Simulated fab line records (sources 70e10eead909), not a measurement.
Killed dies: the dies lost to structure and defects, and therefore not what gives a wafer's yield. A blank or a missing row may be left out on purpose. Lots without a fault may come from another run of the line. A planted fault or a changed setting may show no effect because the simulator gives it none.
What tool caused it? | flow nand harc | 8 lots with 24 wafers sampled at 8 steps, on a route of 1302 steps

## WHAT THE GAUGES READ, wafer by wafer
NHARC_A_ONON_D2_THK_MEAS_11: measures by ellipsometry.
lot  | measured     | on            | thk nm (nm)
L791 | day 13 21:45 | film metro-01 | 999 998 999
L793 | day 14 12:59 | film metro-01 | 1002 1003 1001
L796 | day 15 12:24 | film metro-02 | 1014 1012 1013
L799 | day 16 22:18 | film metro-01 | 1011 1010 1010
L803 | day 18 09:28 | film metro-01 | 982 982 981
L810 | day 21 17:29 | film metro-02 | 996 997 996
L809 | day 21 17:34 | film metro-01 | 1002 1001 1003
L811 | day 22 00:27 | film metro-02 | 1003 1000 1002

NHARC_A_CHANNEL_HOLE_D2_CD_MEAS_10 targets a cd of 100 nm.
lot  | measured     | on        | cd nm (nm)
L791 | day 14 11:58 | cd sem-02 | 100.7 99.3 100.0
L793 | day 15 03:05 | cd sem-01 | 98.7 100.2 99.6
L796 | day 16 03:04 | cd sem-03 | 99.3 99.2 100.1
L799 | day 17 11:49 | cd sem-03 | 99.4 99.1 99.5
L803 | day 18 23:13 | cd sem-03 | 100.0 99.6 105.7
L810 | day 22 06:59 | cd sem-01 | 100.1 99.4 100.2
L809 | day 22 08:21 | cd sem-01 | 100.8 100.4 99.5
L811 | day 22 16:43 | cd sem-02 | 100.9 100.6 100.4

NHARC_A_CHANNEL_HOLE_D2_CD_MEAS_31.
lot  | measured     | on        | cd nm (nm)
L791 | day 14 18:52 | cd sem-02 | 94.9 89.3 92.1
L793 | day 15 10:09 | cd sem-02 | 89.6 90.9 90.6
L796 | day 16 13:22 | cd sem-01 | 92.4 92.2 91.7
L799 | day 17 19:41 | cd sem-01 | 93.0 87.5 87.5
L803 | day 19 06:08 | cd sem-03 | 93.6 91.2 98.5
L810 | day 22 14:07 | cd sem-03 | 88.8 88.0 88.1
L809 | day 22 15:26 | cd sem-02 | 89.2 91.4 89.4
L811 | day 23 03:35 | cd sem-01 | 91.7 91.4 91.4

NHARC_END_WLT_00.
lot  | measured     | on        | VT_DECK1_BOTTOM   | VT_DECK1_BOTTOM_INNER | VT_DECK1_MEDIAN_NEAR_BOTTOM | VT_DECK1_MEDIAN_NEAR_BOTTOM_INNER | VT_DECK1_MIDDLE   | VT_DECK1_MIDDLE_INNER | VT_DECK1_TOP      | VT_DECK1_TOP_INNER | VT_DECK2_BOTTOM   | VT_DECK2_BOTTOM_INNER | VT_DECK2_MEDIAN_NEAR_BOTTOM | VT_DECK2_MEDIAN_NEAR_BOTTOM_INNER | VT_DECK2_MIDDLE   | VT_DECK2_MIDDLE_INNER | VT_DECK2_TOP      | VT_DECK2_TOP_INNER
L791 | day 27 04:38 | prober-01 | 0.865 0.865 0.875 | 0.866 0.856 0.867     | 0.873 0.862 0.867           | 0.869 0.867 0.873                 | 0.884 0.884 0.879 | 0.881 0.872 0.883     | 0.886 0.886 0.885 | 0.882 0.882 0.886  | 0.873 0.860 0.859 | 0.874 0.860 0.876     | 0.876 0.859 0.874           | 0.879 0.861 0.866                 | 0.874 0.870 0.873 | 0.873 0.879 0.874     | 0.882 0.878 0.878 | 0.889 0.879 0.884
L793 | day 26 21:49 | prober-01 | 0.871 0.873 0.861 | 0.869 0.874 0.861     | 0.880 0.880 0.869           | 0.878 0.879 0.865                 | 0.882 0.880 0.879 | 0.886 0.878 0.884     | 0.885 0.899 0.891 | 0.892 0.887 0.891  | 0.871 0.865 0.868 | 0.864 0.865 0.863     | 0.862 0.873 0.863           | 0.862 0.868 0.868                 | 0.878 0.886 0.881 | 0.879 0.876 0.878     | 0.899 0.895 0.898 | 0.885 0.891 0.893
L796 | day 27 17:05 | prober-02 | 0.874 0.875 0.880 | 0.873 0.873 0.878     | 0.876 0.882 0.888           | 0.873 0.867 0.873                 | 0.877 0.881 0.884 | 0.887 0.888 0.878     | 0.893 0.888 0.888 | 0.891 0.898 0.889  | 0.875 0.878 0.878 | 0.876 0.882 0.873     | 0.882 0.876 0.878           | 0.866 0.878 0.879                 | 0.870 0.879 0.892 | 0.893 0.880 0.889     | 0.896 0.896 0.897 | 0.891 0.899 0.896
L799 | day 28 22:12 | prober-01 | 0.859 0.863 0.870 | 0.864 0.863 0.869     | 0.867 0.862 0.860           | 0.874 0.868 0.877                 | 0.878 0.873 0.877 | 0.882 0.873 0.885     | 0.887 0.894 0.888 | 0.896 0.896 0.899  | 0.879 0.859 0.863 | 0.874 0.862 0.865     | 0.887 0.868 0.856           | 0.875 0.856 0.869                 | 0.887 0.883 0.874 | 0.891 0.878 0.882     | 0.883 0.887 0.892 | 0.895 0.888 0.894
L803 | day 30 06:25 | prober-02 | 0.880 0.882 0.883 | 0.875 0.885 0.873     | 0.873 0.880 0.877           | 0.874 0.880 0.871                 | 0.884 0.892 0.885 | 0.891 0.884 0.883     | 0.899 0.901 0.903 | 0.904 0.905 0.899  | 0.893 0.876 0.898 | 0.889 0.879 0.897     | 0.884 0.890 0.896           | 0.880 0.880 0.893                 | 0.891 0.888 0.897 | 0.892 0.895 0.906     | 0.895 0.903 0.912 | 0.902 0.904 0.911
L810 | day 33 09:20 | prober-01 | 0.870 0.865 0.864 | 0.866 0.873 0.869     | 0.864 0.882 0.858           | 0.864 0.871 0.868                 | 0.888 0.876 0.877 | 0.872 0.874 0.885     | 0.890 0.887 0.897 | 0.886 0.884 0.892  | 0.873 0.871 0.867 | 0.871 0.864 0.868     | 0.866 0.863 0.866           | 0.867 0.867 0.861                 | 0.882 0.882 0.884 | 0.883 0.877 0.880     | 0.897 0.892 0.890 | 0.894 0.897 0.897
L809 | day 33 07:50 | prober-02 | 0.874 0.876 0.880 | 0.883 0.875 0.866     | 0.880 0.875 0.878           | 0.877 0.880 0.881                 | 0.888 0.883 0.894 | 0.884 0.896 0.890     | 0.892 0.902 0.901 | 0.901 0.906 0.900  | 0.864 0.880 0.873 | 0.867 0.885 0.869     | 0.870 0.878 0.876           | 0.868 0.880 0.872                 | 0.881 0.892 0.884 | 0.877 0.889 0.888     | 0.894 0.899 0.900 | 0.908 0.892 0.902
L811 | day 34 03:31 | prober-01 | 0.873 0.867 0.874 | 0.873 0.879 0.865     | 0.875 0.872 0.873           | 0.876 0.874 0.874                 | 0.882 0.893 0.879 | 0.880 0.879 0.883     | 0.889 0.902 0.896 | 0.897 0.895 0.899  | 0.875 0.873 0.875 | 0.867 0.871 0.888     | 0.875 0.880 0.878           | 0.878 0.883 0.880                 | 0.888 0.885 0.885 | 0.895 0.886 0.881     | 0.905 0.900 0.901 | 0.898 0.900 0.894

## TOOL THAT RAN EACH LOT (tool first, then ch and the chambers of the sampled wafers, then the start)
lot  | NHARC_A_CHANNEL_HOLE_D2_PEB_08    | NHARC_A_CHANNEL_HOLE_D2_ETCH_34               | NHARC_A_CHANNEL_HOLE_D2_ETCH_22  | NHARC_A_CHANNEL_HOLE_D2_XSEM_32
L791 | litho track-01 ch 0, day 14 11:53 | rie diel-04 ch 1,2,3, day 14 14:13 or earlier | har etch-02 ch 0,1, day 14 14:13 | xsem-02 ch 0, day 14 18:58
L793 | litho track-01 ch 0, day 15 03:00 | rie diel-11 ch 1,2,3, day 15 05:31 or earlier | har etch-01 ch 0,1, day 15 05:31 | xsem-02 ch 0, day 15 10:14
L796 | litho track-04 ch 0, day 16 02:59 | rie diel-12 ch 0,2,3, day 16 08:43 or earlier | har etch-01 ch 0,1, day 16 08:43 | xsem-02 ch 0, day 16 13:27
L799 | litho track-04 ch 0, day 17 11:44 | rie diel-11 ch 1,3, day 17 15:02 or earlier   | har etch-02 ch 0,1, day 17 15:02 | xsem-01 ch 0, day 17 19:46
L803 | litho track-04 ch 0, day 18 23:08 | rie diel-04 ch 1,2,3, day 19 01:28 or earlier | har etch-01 ch 1, day 19 01:28   | xsem-02 ch 0, day 19 06:14
L810 | litho track-04 ch 0, day 22 06:53 | rie diel-11 ch 0,2,3, day 22 09:43 or earlier | har etch-01 ch 0,1, day 22 09:43 | xsem-01 ch 0, day 22 14:12
L809 | litho track-01 ch 0, day 22 08:16 | rie diel-12 ch 0,2, day 22 10:47 or earlier   | har etch-02 ch 0,1, day 22 10:47 | xsem-02 ch 0, day 22 15:32
L811 | litho track-01 ch 0, day 22 16:38 | rie diel-12 ch 1,2,3, day 22 22:56 or earlier | har etch-02 ch 0,1, day 22 22:56 | xsem-01 ch 0, day 23 03:41
- NHARC_A_CHANNEL_HOLE_D2_PEB_08: peb time 65 s.
- NHARC_A_CHANNEL_HOLE_D2_ETCH_34: etches the open film in CF4/CHF3, target depth 154 nm, time 77 s.
- NHARC_A_CHANNEL_HOLE_D2_ETCH_22: etches the open film in C4F8/O2/Ar, time 666.7 s, target depth 1600 nm.
- NHARC_A_CHANNEL_HOLE_D2_XSEM_32

## WHAT THE TOOLS THEMSELVES READ (means of the sampled wafers that have a number; where no wafer has one, the mark that the record gives instead)
NHARC_A_CHANNEL_HOLE_D2_ETCH_34.
lot  | tool        | chf3 flow sccm (sccm) | drypump motor current A (A) | oes product au (a.u.) | rf vpp V (V) | showerhead plenum p Torr (Torr) | throttle valve pct (%)
L791 | rie diel-04 | 29.99                 | 5.6                         | 0.959                 | 370.4        | 1.58                            | 16.812
L793 | rie diel-11 | 29.98                 | 5.7                         | 0.942                 | 372.5        | 1.63                            | 16.807
L796 | rie diel-12 | 30.07                 | 5.5                         | 0.957                 | 370.9        | 1.57                            | 16.798
L799 | rie diel-11 | 29.91                 | 5.4                         | 0.953                 | 372.3        | 1.62                            | 16.815
L803 | rie diel-04 | 30.01                 | 5.6                         | 0.974                 | 371.1        | 1.58                            | 16.804
L810 | rie diel-11 | 29.93                 | 5.9                         | 0.967                 | 373.3        | 1.66                            | 16.796
L809 | rie diel-12 | 30.12                 | 5.7                         | 0.946                 | 368.8        | 1.54                            | 16.801
L811 | rie diel-12 | 29.99                 | 5.5                         | 0.956                 | 370.8        | 1.57                            | 16.805

NHARC_A_CHANNEL_HOLE_D2_ETCH_22.
lot  | tool        | drypump motor current A (A) | oes air line au (a.u.) | showerhead plenum p Torr (Torr) | throttle valve pct (%)
L791 | har etch-02 | 5.94                        | 1.018                  | 3.64                            | 32.146
L793 | har etch-01 | 6.16                        | 1.042                  | 3.68                            | 32.163
L796 | har etch-01 | 6.18                        | 1.018                  | 3.68                            | 32.162
L799 | har etch-02 | 5.97                        | 0.988                  | 3.85                            | 32.159
L803 | har etch-01 | 6.17                        | 0.988                  | 3.65                            | 32.150
L810 | har etch-01 | 6.18                        | 1.003                  | 3.63                            | 32.153
L809 | har etch-02 | 5.97                        | 1.002                  | 3.82                            | 32.161
L811 | har etch-02 | 5.74                        | 0.992                  | 3.74                            | 32.156

NHARC_A_CHANNEL_HOLE_D2_XSEM_32.
lot  | tool    | bot cd nm (nm) | bow nm (nm) | tilt deg (degrees)
L791 | xsem-02 | 76.1           | 8.45        | 0.11
L793 | xsem-02 | 75.3           | 8.53        | 0.13
L796 | xsem-02 | 76.6           | 8.68        | 0.03
L799 | xsem-01 | 73.5           | 8.58        | 0.12
L803 | xsem-02 | 78.0           | 8.79        | 0.12
L810 | xsem-01 | 72.6           | 8.74        | 0.06
L809 | xsem-02 | 73.9           | 8.77        | 0.07
L811 | xsem-01 | 76.1           | 8.25        | 0.08

## THE ANSWER, worked out from the rows above alone
Rule: what is usual is taken from the lots themselves. Put in order of their means at a reading, lots are off if they are a third of the lots or fewer, leave a main group of 4 or more, and stand apart from it by a gap of 3 or more times the standard deviation of the main group's means; of several such gaps the widest counts. A main group is skipped when, at the precision printed for the reading in the tables above, its means are all equal. A lot without any number at a reading at which 4 lots or more have one is off too. All remaining lots with rows at the step are treated as sound. The gauges are gone through in route order, then the tools' own readings, and for those a lot's mean is taken as printed above. The first step at which some lot is off is used, and at that step the reading that is off furthest; a lot without a number counts as furthest.
No lot is off at any reading shown: from this, nothing can be told.

## WHAT WAS PUT IN BY THE SIMULATOR
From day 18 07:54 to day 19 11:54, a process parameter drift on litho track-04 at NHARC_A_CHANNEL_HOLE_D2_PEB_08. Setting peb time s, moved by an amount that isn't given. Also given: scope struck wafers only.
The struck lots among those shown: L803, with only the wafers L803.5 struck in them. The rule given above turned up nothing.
